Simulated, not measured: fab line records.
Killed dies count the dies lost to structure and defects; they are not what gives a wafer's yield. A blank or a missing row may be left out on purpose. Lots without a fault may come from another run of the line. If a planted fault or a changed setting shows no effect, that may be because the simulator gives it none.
Chamber matching + flow nandHarc + 4 sister chambers for NHARC_A_ZERO_WELL_ETCH_13 on rieSi-05
The step etches the open film in HBr/Cl2, target depth 120 nm, time 40.1 s. 8 wafers are shown with their chamber, then 7 later ones without.

== EACH WAFER AND ITS CHAMBER ==
| wafer  | chamber | drypumpMotorCurrentA (A) | oesProductAu (a.u.) |
|--------|---------|--------------------------|---------------------|
| L966.1 | 2       | 6.2                      | 1.009               |
| L966.5 | 0       | 6.3                      | 1.001               |
| L966.6 | 3       | 5.3                      | 0.994               |
| L967.4 | 3       | 5.3                      | 0.996               |
| L967.5 | 1       | 6.4                      | 1.015               |
| L967.6 | 2       | 6.2                      | 1.010               |
| L975.1 | 1       | 6.4                      | 1.001               |
| L975.2 | 0       | 6.2                      | 0.984               |

== WAFERS WITHOUT THEIR CHAMBER ==
| wafer  | drypumpMotorCurrentA (A) | oesProductAu (a.u.) |
|--------|--------------------------|---------------------|
| L975.3 | 6.2                      | 0.998               |
| L984.1 | 6.3                      | 1.006               |
| L984.2 | 6.2                      | 0.988               |
| L984.5 | 6.2                      | 0.997               |
| L985.1 | 5.3                      | 0.997               |
| L985.3 | 6.4                      | 1.003               |
| L985.6 | 6.2                      | 1.003               |

== EACH ONE'S CHAMBER ==
| wafer  | from the rows above          | in truth |
|--------|------------------------------|----------|
| L975.3 | can't be placed: 2 or 0      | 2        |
| L984.1 | can't be placed: 0 or 1 or 2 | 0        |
| L984.2 | can't be placed: 0 or 2      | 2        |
| L984.5 | can't be placed: 0 or 2      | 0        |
| L985.1 | 3                            | 3        |
| L985.3 | 1                            | 1        |
| L985.6 | can't be placed: 2 or 0      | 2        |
2 of 7 placed correctly. From these rows, 5 cannot be placed; in 5 the true chamber is one of the candidates. Number placed wrongly: 0.
How it was worked out, from the rows above alone: a wafer's distance from a chamber is the root of the sum, over the readings, of the square of ((its reading less the chamber's mean) divided by the reading's scatter). The wafer belongs to the nearest chamber; if the next one is less than 2 further off, it can't be placed. A chamber's mean is the mean of its shown wafers. The scatter: the root of (the sum of the squares of (reading less its chamber's mean) over the shown wafers, divided by (wafers less chambers)).
